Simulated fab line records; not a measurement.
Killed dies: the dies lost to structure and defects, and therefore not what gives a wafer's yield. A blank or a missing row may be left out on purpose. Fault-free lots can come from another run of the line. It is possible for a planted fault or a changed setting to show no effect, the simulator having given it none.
fab line records / flow nand-harc
record: lots: 6 wafers: 18 last-day: 24
route steps=1159 shown A_WL_FILL@839 A_CONTACT@840 END@1159
lots that met no fault: taken from a fault-free run of the same line
start-h: hours from the record's first day to the start of the lot's first wafer shown / wait-h: how many hours have passed since the lot's step before this one / " repeats the value in the row above / L1.1+2: several wafers, shown together as one row / - either no value or no given start / * or withheld: withheld / < > ~ a bound
route shown NAME@n: names a module that has steps shown in the file, with the first one's number in the route / usual: mean/standard deviation of fault-free wafers / same: alike in all rows / chamber/n: place in a boat / sites: readings site by site / _std_site: how widely they spread, as a standard deviation / _edge_site: outer sites' mean less inner sites' / radius-mm: how far each site lies from the wafer's centre / mask NAME#n: copy n / behind: the tool/chamber that last shaped the wafer / hold: what put the lot on hold/how long, in hours/how the hold closed / device: names the non-switching transistor (n, p or np) / end of line: the tests these same wafers got at the end of their route / where a step has no rows: the recipe by itself / killed: the dies lost at the first sort to structure and to defects; this is not the yield of the wafer / map: shows each die of a wafer: x if killed, . if not, _ if none is there
set.NAME: the setting the step ran with; set.NAME@STEP: the setting that earlier step ran with / model.NAME: the simulator's own value behind a step, which no gauge read
lots at some steps of the route; a table a step, a row a wafer
services: from which hour (start-h, from the record's first day; less than 0 if before it) a tool's chamber was out of use, for how many hours, and why
== steps ==
step: NHARC_A_WL_FILL_INSPECT_15
usual: raw-defect-count: 389/120
lot.wafer=L936.1 tool=defect-inspect-01 chamber=- start-h=366.69 wait-h=0.0 raw-defect-count=503
lot.wafer=L936.3 tool=defect-inspect-01 chamber=- start-h=366.69 wait-h=0.0 raw-defect-count=397
lot.wafer=L936.4 tool=defect-inspect-01 chamber=- start-h=366.69 wait-h=0.0 raw-defect-count=370
lot.wafer=L935.1 tool=defect-inspect-02 chamber=- start-h=366.76 wait-h=0.1 raw-defect-count=283
lot.wafer=L935.2 tool=defect-inspect-02 chamber=- start-h=366.76 wait-h=0.1 raw-defect-count=281
lot.wafer=L935.4 tool=defect-inspect-02 chamber=- start-h=366.76 wait-h=0.1 raw-defect-count=389
lot.wafer=L950.1 tool=defect-inspect-01 chamber=- start-h=492.78 wait-h=0.0 raw-defect-count=389
lot.wafer=L950.2 tool=defect-inspect-01 chamber=- start-h=492.78 wait-h=0.0 raw-defect-count=375
lot.wafer=L950.6 tool=defect-inspect-01 chamber=- start-h=492.78 wait-h=0.0 raw-defect-count=449
lot.wafer=L955.2 tool=defect-inspect-02 chamber=- start-h=493.05 wait-h=0.1 raw-defect-count=504
lot.wafer=L955.5 tool=defect-inspect-02 chamber=- start-h=493.05 wait-h=0.1 raw-defect-count=388
lot.wafer=L955.6 tool=defect-inspect-02 chamber=- start-h=493.05 wait-h=0.1 raw-defect-count=423
lot.wafer=L956.2 tool=defect-inspect-01 chamber=- start-h=497.04 wait-h=0.0 raw-defect-count=629
lot.wafer=L956.5 tool=defect-inspect-01 chamber=- start-h=497.04 wait-h=0.0 raw-defect-count=417
lot.wafer=L956.6 tool=defect-inspect-01 chamber=- start-h=497.04 wait-h=0.0 raw-defect-count=505
lot.wafer=L954.2 tool=defect-inspect-01 chamber=- start-h=502.97 wait-h=0.0 raw-defect-count=545
lot.wafer=L954.3 tool=defect-inspect-01 chamber=- start-h=502.97 wait-h=0.0 raw-defect-count=443
lot.wafer=L954.5 tool=defect-inspect-01 chamber=- start-h=502.97 wait-h=0.0 raw-defect-count=395
step: NHARC_A_CONTACT_DEP_24
recipe: target-thk-a: 5000 temp-c: 400 pressure-torr: 6.5 rf-w: 900 teos-flow-sccm: 161.4 flow-sccm: 2650 target-thk-nm: 500 gas: O2 material: SiO2
usual: heater-power-w: 517/83 rf-fwd-power-W: 898.7/2.4 throttle-valve-pct: 16.2/0.59
lot.wafer=L936.3 tool=pecvd-01 chamber=0 start-h=366.75 wait-h=0.1 heater-power-w=682 rf-fwd-power-W=897.2 throttle-valve-pct=15.5
lot.wafer=L936.1 tool=pecvd-01 chamber=1 start-h=366.75 wait-h=0.1 heater-power-w=602 rf-fwd-power-W=897.2 throttle-valve-pct=16.4
lot.wafer=L936.4 tool=pecvd-01 chamber=1 start-h=366.75 wait-h=0.1 heater-power-w=626 rf-fwd-power-W=896.2 throttle-valve-pct=17.0
lot.wafer=L935.1 tool=pecvd-01 chamber=1 start-h=367.29 wait-h=0.5 heater-power-w=605 rf-fwd-power-W=898.1 throttle-valve-pct=16.9
lot.wafer=L935.2 tool=pecvd-01 chamber=0 start-h=367.29 wait-h=0.5 heater-power-w=684 rf-fwd-power-W=900.7 throttle-valve-pct=15.7
lot.wafer=L935.4 tool=pecvd-01 chamber=0 start-h=367.29 wait-h=0.5 heater-power-w=708 rf-fwd-power-W=898.0 throttle-valve-pct=15.5
lot.wafer=L950.1 tool=pecvd-02 chamber=2 start-h=492.84 wait-h=0.1 heater-power-w=462 rf-fwd-power-W=895.1 throttle-valve-pct=16.7
lot.wafer=L950.2 tool=pecvd-02 chamber=0 start-h=492.84 wait-h=0.1 heater-power-w=421 rf-fwd-power-W=896.6 throttle-valve-pct=16.7
lot.wafer=L950.6 tool=pecvd-02 chamber=2 start-h=492.84 wait-h=0.1 heater-power-w=474 rf-fwd-power-W=899.8 throttle-valve-pct=16.7
lot.wafer=L955.2 tool=pecvd-04 chamber=1 start-h=493.11 wait-h=0.1 heater-power-w=462 rf-fwd-power-W=900.2 throttle-valve-pct=14.9
lot.wafer=L955.5 tool=pecvd-04 chamber=1 start-h=493.11 wait-h=0.1 heater-power-w=513 rf-fwd-power-W=896.2 throttle-valve-pct=15.2
lot.wafer=L955.6 tool=pecvd-04 chamber=0 start-h=493.11 wait-h=0.1 heater-power-w=532 rf-fwd-power-W=900.6 throttle-valve-pct=15.9
lot.wafer=L956.2 tool=pecvd-02 chamber=2 start-h=497.12 wait-h=0.1 heater-power-w=513 rf-fwd-power-W=895.8 throttle-valve-pct=16.5
lot.wafer=L956.6 tool=pecvd-02 chamber=2 start-h=497.12 wait-h=0.1 heater-power-w=396 rf-fwd-power-W=898.1 throttle-valve-pct=16.8
lot.wafer=L956.5 tool=pecvd-02 chamber=0 start-h=497.12 wait-h=0.1 heater-power-w=422 rf-fwd-power-W=896.5 throttle-valve-pct=16.5
lot.wafer=L954.2 tool=pecvd-02 chamber=2 start-h=503.04 wait-h=0.1 heater-power-w=418 rf-fwd-power-W=899.5 throttle-valve-pct=16.6
lot.wafer=L954.3 tool=pecvd-02 chamber=0 start-h=503.04 wait-h=0.1 heater-power-w=483 rf-fwd-power-W=898.6 throttle-valve-pct=16.6
lot.wafer=L954.5 tool=pecvd-02 chamber=2 start-h=503.04 wait-h=0.1 heater-power-w=489 rf-fwd-power-W=895.7 throttle-valve-pct=16.8
step: NHARC_A_CONTACT_DEP_28
recipe: target-thk-a: 36000 temp-c: 400 material: aC
usual: throttle-valve-pct: 34.999/0.0077
lot.wafer=L936.1 tool=acl-dep-01 chamber=0 start-h=369.86 wait-h=2.6 throttle-valve-pct=35.006
lot.wafer=L936.3 tool=acl-dep-01 chamber=0 start-h=369.86 wait-h=2.6 throttle-valve-pct=34.988
lot.wafer=L936.4 tool=acl-dep-01 chamber=0 start-h=369.86 wait-h=2.6 throttle-valve-pct=35.005
lot.wafer=L935.1 tool=acl-dep-03 chamber=0 start-h=370.51 wait-h=2.7 throttle-valve-pct=34.996
lot.wafer=L935.2 tool=acl-dep-03 chamber=0 start-h=370.51 wait-h=2.7 throttle-valve-pct=34.998
lot.wafer=L935.4 tool=acl-dep-03 chamber=0 start-h=370.51 wait-h=2.7 throttle-valve-pct=34.994
lot.wafer=L950.1 tool=acl-dep-02 chamber=0 start-h=493.97 wait-h=0.6 throttle-valve-pct=34.995
lot.wafer=L950.2 tool=acl-dep-02 chamber=0 start-h=493.97 wait-h=0.6 throttle-valve-pct=35.003
lot.wafer=L950.6 tool=acl-dep-02 chamber=0 start-h=495.84 wait-h=2.4 throttle-valve-pct=34.994
lot.wafer=L955.2 tool=acl-dep-03 chamber=0 start-h=494.37 wait-h=0.7 throttle-valve-pct=35.002
lot.wafer=L955.5 tool=acl-dep-03 chamber=0 start-h=495.47 wait-h=1.8 throttle-valve-pct=35.005
lot.wafer=L955.6 tool=acl-dep-03 chamber=0 start-h=495.47 wait-h=1.8 throttle-valve-pct=35.006
lot.wafer=L956.2 tool=acl-dep-01 chamber=0 start-h=498.26 wait-h=0.4 throttle-valve-pct=35.001
lot.wafer=L956.5 tool=acl-dep-01 chamber=0 start-h=499.36 wait-h=1.5 throttle-valve-pct=35.002
lot.wafer=L956.6 tool=acl-dep-01 chamber=0 start-h=499.36 wait-h=1.5 throttle-valve-pct=35.000
lot.wafer=L954.2 tool=acl-dep-02 chamber=0 start-h=505.04 wait-h=1.3 throttle-valve-pct=35.005
lot.wafer=L954.3 tool=acl-dep-02 chamber=0 start-h=505.04 wait-h=1.3 throttle-valve-pct=34.994
lot.wafer=L954.5 tool=acl-dep-02 chamber=0 start-h=505.04 wait-h=1.3 throttle-valve-pct=35.003
step: NHARC_A_CONTACT_DEP_29
recipe: target-thk-a: 700 target-thk-nm: 70 temp-c: 400 pressure-torr: 3.5 flow-sccm: 200 rf-w: 350 material: SiON
usual: heater-power-w: 732/83 rf-fwd-power-W: 348.7/1.1
lot.wafer=L936.3 tool=pecvd-01 chamber=0 start-h=372.09 wait-h=1.1 heater-power-w=882 rf-fwd-power-W=348.0
lot.wafer=L936.1 tool=pecvd-01 chamber=1 start-h=372.09 wait-h=1.1 heater-power-w=788 rf-fwd-power-W=349.1
lot.wafer=L936.4 tool=pecvd-01 chamber=1 start-h=372.09 wait-h=1.1 heater-power-w=809 rf-fwd-power-W=347.2
lot.wafer=L935.1 tool=pecvd-01 chamber=1 start-h=372.74 wait-h=1.9 heater-power-w=802 rf-fwd-power-W=346.9
lot.wafer=L935.2 tool=pecvd-01 chamber=0 start-h=372.74 wait-h=1.9 heater-power-w=897 rf-fwd-power-W=349.2
lot.wafer=L935.4 tool=pecvd-01 chamber=1 start-h=372.74 wait-h=1.9 heater-power-w=782 rf-fwd-power-W=348.2
lot.wafer=L955.2 tool=pecvd-04 chamber=2 start-h=496.25 wait-h=1.5 heater-power-w=619 rf-fwd-power-W=346.5
lot.wafer=L955.6 tool=pecvd-04 chamber=2 start-h=496.25 wait-h=1.5 heater-power-w=636 rf-fwd-power-W=345.5
lot.wafer=L955.5 tool=pecvd-04 chamber=1 start-h=496.25 wait-h=1.5 heater-power-w=698 rf-fwd-power-W=347.8
lot.wafer=L950.1 tool=pecvd-01 chamber=0 start-h=496.43 wait-h=2.1 heater-power-w=854 rf-fwd-power-W=349.7
lot.wafer=L950.2 tool=pecvd-01 chamber=1 start-h=496.43 wait-h=2.1 heater-power-w=794 rf-fwd-power-W=348.6
lot.wafer=L950.6 tool=pecvd-01 chamber=0 start-h=496.43 wait-h=2.1 heater-power-w=839 rf-fwd-power-W=348.7
lot.wafer=L956.2 tool=pecvd-01 chamber=1 start-h=500.14 wait-h=1.5 heater-power-w=781 rf-fwd-power-W=347.5
lot.wafer=L956.6 tool=pecvd-01 chamber=1 start-h=500.14 wait-h=1.5 heater-power-w=789 rf-fwd-power-W=347.8
lot.wafer=L956.5 tool=pecvd-01 chamber=2 start-h=500.14 wait-h=1.5 heater-power-w=664 rf-fwd-power-W=348.6
lot.wafer=L954.3 tool=pecvd-04 chamber=0 start-h=506.91 wait-h=1.1 heater-power-w=661 rf-fwd-power-W=349.8
lot.wafer=L954.2 tool=pecvd-04 chamber=1 start-h=506.91 wait-h=1.1 heater-power-w=693 rf-fwd-power-W=349.6
lot.wafer=L954.5 tool=pecvd-04 chamber=0 start-h=506.91 wait-h=1.1 heater-power-w=676 rf-fwd-power-W=347.2
step: NHARC_A_CONTACT_DEHYDRATE_32
recipe: temp-c: 150 time-s: 120
step: NHARC_A_CONTACT_HMDS_33
recipe: time-s: 30
step: NHARC_A_CONTACT_COAT_34
recipe: temp-c: 260 time-s: 75
step: NHARC_A_CONTACT_COAT_35
recipe: temp-c: 225 time-s: 65
step: NHARC_A_CONTACT_COAT_36
recipe: spin-rpm: 1500 resist-thk-nm: 90
step: NHARC_A_CONTACT_SOFTBAKE_37
recipe: temp-c: 105 time-s: 55
step: NHARC_A_CONTACT_EBR_38
step: NHARC_A_CONTACT_EXPOSE_39
recipe: na: 1.35 sigma-outer: 0.8 dose-mj: 58.79 mask-id: A_CC_3
usual: exposure-dose-mJ-cm2: 58.75/0.054
same: na: 1.35 sigma-outer: 0.8
lot.wafer=L936.1 tool=arfi-scanner-02 chamber=0 start-h=372.67 wait-h=- mask=A_CC_3#0 exposure-dose-mJ-cm2=58.77
lot.wafer=L936.3 tool=arfi-scanner-02 chamber=0 start-h=372.67 wait-h=- mask=A_CC_3#0 exposure-dose-mJ-cm2=58.78
lot.wafer=L936.4 tool=arfi-scanner-02 chamber=0 start-h=372.67 wait-h=- mask=A_CC_3#0 exposure-dose-mJ-cm2=58.82
lot.wafer=L935.1 tool=arfi-scanner-03 chamber=0 start-h=373.32 wait-h=- mask=A_CC_3#0 exposure-dose-mJ-cm2=58.89
lot.wafer=L935.2 tool=arfi-scanner-03 chamber=0 start-h=373.32 wait-h=- mask=A_CC_3#0 exposure-dose-mJ-cm2=58.85
lot.wafer=L935.4 tool=arfi-scanner-03 chamber=0 start-h=373.32 wait-h=- mask=A_CC_3#0 exposure-dose-mJ-cm2=58.69
lot.wafer=L955.2 tool=arfi-scanner-03 chamber=0 start-h=496.72 wait-h=- mask=A_CC_3#0 exposure-dose-mJ-cm2=58.76
lot.wafer=L955.5 tool=arfi-scanner-03 chamber=0 start-h=496.72 wait-h=- mask=A_CC_3#0 exposure-dose-mJ-cm2=58.74
lot.wafer=L955.6 tool=arfi-scanner-03 chamber=0 start-h=496.72 wait-h=- mask=A_CC_3#0 exposure-dose-mJ-cm2=58.73
lot.wafer=L950.1 tool=arfi-scanner-02 chamber=0 start-h=496.98 wait-h=- mask=A_CC_3#0 exposure-dose-mJ-cm2=76.60
lot.wafer=L950.2 tool=arfi-scanner-02 chamber=0 start-h=496.98 wait-h=- mask=A_CC_3#0 exposure-dose-mJ-cm2=76.55
lot.wafer=L950.6 tool=arfi-scanner-02 chamber=0 start-h=496.98 wait-h=- mask=A_CC_3#0 exposure-dose-mJ-cm2=76.64
lot.wafer=L956.2 tool=arfi-scanner-03 chamber=0 start-h=500.70 wait-h=- mask=A_CC_3#0 exposure-dose-mJ-cm2=58.70
lot.wafer=L956.5 tool=arfi-scanner-03 chamber=0 start-h=500.70 wait-h=- mask=A_CC_3#0 exposure-dose-mJ-cm2=58.72
lot.wafer=L956.6 tool=arfi-scanner-03 chamber=0 start-h=500.70 wait-h=- mask=A_CC_3#0 exposure-dose-mJ-cm2=58.70
lot.wafer=L954.2 tool=arfi-scanner-02 chamber=0 start-h=507.49 wait-h=- mask=A_CC_3#0 exposure-dose-mJ-cm2=73.02
lot.wafer=L954.3 tool=arfi-scanner-02 chamber=0 start-h=507.49 wait-h=- mask=A_CC_3#0 exposure-dose-mJ-cm2=72.97
lot.wafer=L954.5 tool=arfi-scanner-02 chamber=0 start-h=507.49 wait-h=- mask=A_CC_3#0 exposure-dose-mJ-cm2=73.02
step: NHARC_A_CONTACT_PEB_40
recipe: peb-temp-c: 100 peb-time-s: 65
step: NHARC_A_CONTACT_DEVELOP_41
recipe: develop-time-s: 35 dev-temp-c: 23
step: NHARC_A_CONTACT_CD_MEAS_42
recipe: target-cd-nm: 200 landing-energy-ev: 500
usual: cd-nm: 200.2/0.55
lot.wafer=L936.1 tool=cd-sem-03 chamber=0 start-h=372.81 wait-h=- cd-nm=200.4
lot.wafer=L936.3 tool=cd-sem-03 chamber=0 start-h=372.81 wait-h=- cd-nm=200.3
lot.wafer=L936.4 tool=cd-sem-03 chamber=0 start-h=372.81 wait-h=- cd-nm=201.0
lot.wafer=L935.1 tool=cd-sem-01 chamber=0 start-h=373.46 wait-h=- cd-nm=200.9
lot.wafer=L935.2 tool=cd-sem-01 chamber=0 start-h=373.46 wait-h=- cd-nm=200.3
lot.wafer=L935.4 tool=cd-sem-01 chamber=0 start-h=373.46 wait-h=- cd-nm=200.3
lot.wafer=L955.2 tool=cd-sem-03 chamber=0 start-h=496.85 wait-h=- cd-nm=200.8
lot.wafer=L955.5 tool=cd-sem-03 chamber=0 start-h=496.85 wait-h=- cd-nm=201.3
lot.wafer=L955.6 tool=cd-sem-03 chamber=0 start-h=496.85 wait-h=- cd-nm=200.2
lot.wafer=L950.1 tool=cd-sem-02 chamber=0 start-h=497.12 wait-h=- cd-nm=214.3
lot.wafer=L950.2 tool=cd-sem-02 chamber=0 start-h=497.12 wait-h=- cd-nm=214.5
lot.wafer=L950.6 tool=cd-sem-02 chamber=0 start-h=497.12 wait-h=- cd-nm=214.2
lot.wafer=L956.2 tool=cd-sem-03 chamber=0 start-h=500.84 wait-h=- cd-nm=198.8
lot.wafer=L956.5 tool=cd-sem-03 chamber=0 start-h=500.84 wait-h=- cd-nm=199.3
lot.wafer=L956.6 tool=cd-sem-03 chamber=0 start-h=500.84 wait-h=- cd-nm=199.7
lot.wafer=L954.2 tool=cd-sem-01 chamber=0 start-h=507.63 wait-h=- cd-nm=212.1
lot.wafer=L954.3 tool=cd-sem-01 chamber=0 start-h=507.63 wait-h=- cd-nm=211.6
lot.wafer=L954.5 tool=cd-sem-01 chamber=0 start-h=507.63 wait-h=- cd-nm=211.8
step: NHARC_A_CONTACT_OVL_MEAS_43
usual: overlay-x-nm: 0.3/0.83 overlay-y-nm: -0.1/0.85
lot.wafer=L936.1 tool=overlay-02 chamber=- start-h=372.90 wait-h=- overlay-x-nm=-1.2 overlay-y-nm=0.3
lot.wafer=L936.3 tool=overlay-02 chamber=- start-h=372.90 wait-h=- overlay-x-nm=-0.6 overlay-y-nm=0.5
lot.wafer=L936.4 tool=overlay-02 chamber=- start-h=372.90 wait-h=- overlay-x-nm=-0.8 overlay-y-nm=1.0
lot.wafer=L935.1 tool=overlay-01 chamber=- start-h=373.55 wait-h=- overlay-x-nm=-0.2 overlay-y-nm=1.1
lot.wafer=L935.2 tool=overlay-01 chamber=- start-h=373.55 wait-h=- overlay-x-nm=0.0 overlay-y-nm=0.7
lot.wafer=L935.4 tool=overlay-01 chamber=- start-h=373.55 wait-h=- overlay-x-nm=-0.7 overlay-y-nm=0.3
lot.wafer=L955.2 tool=overlay-02 chamber=- start-h=496.95 wait-h=- overlay-x-nm=1.7 overlay-y-nm=-0.7
lot.wafer=L955.5 tool=overlay-02 chamber=- start-h=496.95 wait-h=- overlay-x-nm=1.2 overlay-y-nm=-0.6
lot.wafer=L955.6 tool=overlay-02 chamber=- start-h=496.95 wait-h=- overlay-x-nm=1.1 overlay-y-nm=-0.6
lot.wafer=L950.1 tool=overlay-01 chamber=- start-h=497.21 wait-h=- overlay-x-nm=0.4 overlay-y-nm=0.0
lot.wafer=L950.2 tool=overlay-01 chamber=- start-h=497.21 wait-h=- overlay-x-nm=0.9 overlay-y-nm=0.8
lot.wafer=L950.6 tool=overlay-01 chamber=- start-h=497.21 wait-h=- overlay-x-nm=0.6 overlay-y-nm=0.6
lot.wafer=L956.2 tool=overlay-01 chamber=- start-h=500.93 wait-h=- overlay-x-nm=0.3 overlay-y-nm=-0.8
lot.wafer=L956.5 tool=overlay-01 chamber=- start-h=500.93 wait-h=- overlay-x-nm=0.0 overlay-y-nm=-0.7
lot.wafer=L956.6 tool=overlay-01 chamber=- start-h=500.93 wait-h=- overlay-x-nm=-0.1 overlay-y-nm=-1.0
lot.wafer=L954.2 tool=overlay-01 chamber=- start-h=507.72 wait-h=- overlay-x-nm=1.4 overlay-y-nm=-0.3
lot.wafer=L954.3 tool=overlay-01 chamber=- start-h=507.72 wait-h=- overlay-x-nm=1.3 overlay-y-nm=-1.1
lot.wafer=L954.5 tool=overlay-01 chamber=- start-h=507.72 wait-h=- overlay-x-nm=0.9 overlay-y-nm=-0.6
step: NHARC_END_SORT_01
recipe: temp-c: 25
usual: killed-at-array: 27/10 killed-at-other: 0.6/1 killed-at-periphery: 3.4/2.7 killed-dies: 31/9.7 killed-open: 3.4/1.7 killed-short: 2.2/1.5
same: gross-dies: 677
lot.wafer=L936.1 tool=prober-02 chamber=0 start-h=450.41 wait-h=2.5 killed-at-array=31 killed-at-other=0 killed-at-periphery=3 killed-dies=34 killed-open=4 killed-short=4
lot.wafer=L936.3 tool=prober-02 chamber=0 start-h=452.03 wait-h=3.1 killed-at-array=26 killed-at-other=0 killed-at-periphery=1 killed-dies=27 killed-open=3 killed-short=2
lot.wafer=L936.4 tool=prober-02 chamber=0 start-h=452.85 wait-h=3.4 killed-at-array=25 killed-at-other=0 killed-at-periphery=5 killed-dies=30 killed-open=5 killed-short=1
killed by level:class
L936.1 A_CHANNEL_HOLE_D1:chamber-film-flake=16 A_STAIRCASE:chamber-film-flake=5 A_CHANNEL_FILL_D1:geometric-particle:short=3 A_CONTACT:chamber-film-flake=3 A_CHANNEL_FILL_D1:geometric-particle:open=2 A_M0:geometric-particle:open=2 P_STI:geometric-particle:short=1 P_ZERO_WELL:chamber-film-flake=1
L936.3 A_CHANNEL_HOLE_D1:chamber-film-flake=12 A_CONTACT:chamber-film-flake=5 A_STAIRCASE:chamber-film-flake=3 A_CONTACT:geometric-particle:open=2 A_ONON_D1:geometric-particle:short=1 A_STAIRCASE:geometric-particle:open=1 A_WL_FILL:geometric-particle:short=1 P_GATE:chamber-film-flake=1
L936.4 A_CHANNEL_HOLE_D1:chamber-film-flake=8 A_STAIRCASE:chamber-film-flake=6 A_CONTACT:chamber-film-flake=5 P_CONTACT:geometric-particle:open=2 A_WL_FILL:chamber-film-flake=2 P_GATE:geometric-particle:open=1 A_SOURCE_PLATE:geometric-particle:open=1 A_WL_FILL:geometric-particle:short=1
== services ==
tool=pecvd-02 chamber=0 start-h=347.00 hours=- kind=clean
tool=pecvd-02 chamber=1 start-h=347.00 hours=- kind=clean
tool=pecvd-02 chamber=2 start-h=347.00 hours=- kind=clean
tool=arfi-scanner-02 chamber=0 start-h=350.34 hours=- kind=calibration
tool=acl-dep-02 chamber=- start-h=350.83 hours=13.0 kind=pm
tool=arfi-scanner-02 chamber=- start-h=371.41 hours=0.2 kind=repair
tool=pecvd-04 chamber=- start-h=376.00 hours=13.0 kind=pm
tool=pecvd-04 chamber=0 start-h=376.00 hours=13.0 kind=vent-cycle
tool=pecvd-04 chamber=1 start-h=376.00 hours=13.0 kind=vent-cycle
tool=acl-dep-03 chamber=- start-h=407.28 hours=13.0 kind=pm
tool=pecvd-04 chamber=2 start-h=412.57 hours=10.0 kind=repair
tool=pecvd-01 chamber=- start-h=418.25 hours=13.0 kind=pm
tool=pecvd-01 chamber=0 start-h=418.25 hours=13.0 kind=vent-cycle
tool=pecvd-01 chamber=1 start-h=418.25 hours=13.0 kind=vent-cycle
tool=pecvd-01 chamber=2 start-h=418.25 hours=13.0 kind=vent-cycle
tool=arfi-scanner-02 chamber=- start-h=428.00 hours=4.0 kind=pm
tool=pecvd-01 chamber=0 start-h=431.25 hours=- kind=clean
tool=pecvd-01 chamber=1 start-h=431.25 hours=- kind=clean
tool=pecvd-01 chamber=2 start-h=431.25 hours=- kind=clean
tool=arfi-scanner-03 chamber=- start-h=472.99 hours=10.2 kind=repair
tool=acl-dep-01 chamber=- start-h=474.79 hours=13.0 kind=pm
tool=pecvd-01 chamber=- start-h=475.99 hours=1.6 kind=repair
tool=arfi-scanner-03 chamber=- start-h=484.00 hours=4.0 kind=pm
tool=pecvd-02 chamber=1 start-h=494.81 hours=10.6 kind=repair
== key ==
first-sign: step: NHARC_A_CONTACT_EXPOSE_39 reading: exposure-dose-mJ-cm2 direction: up sigmas: 99+ usual: 58.75 struck: 74.80
effect: step: NHARC_A_CONTACT_CD_MEAS_42 reading: cd-nm direction: up sigmas: 24 usual: 200.2 struck: 213.1 through: control-loop
met-at NHARC_A_CONTACT_EXPOSE_39
struck-wafers L950.1,L950.2,L950.6,L954.2,L954.3,L954.5
tester-left-out L950,L954
loop-trim: step: NHARC_A_CONTACT_EXPOSE_39 setting: dose lots: L954
onset-between 372.67 496.98
fault: kind: process-parameter-drift tool: arfi-scanner-02 chamber: - onset-h: 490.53 steps: NHARC_A_CONTACT_EXPOSE_39 channel: dose-mj offset: 17.866 shape: step acts-in: these-recipes-only stated: 58.79
tester-left-out: of these lots the tester's yield and bins aren't shown, on N5 and GAA mostly nor the transistor test; their killed dies are dies lost to structure and defects alone, not to doping, threshold or leakage, so they don't give the yield
loop-trim: a control loop set the setting to another value than it would have without faults
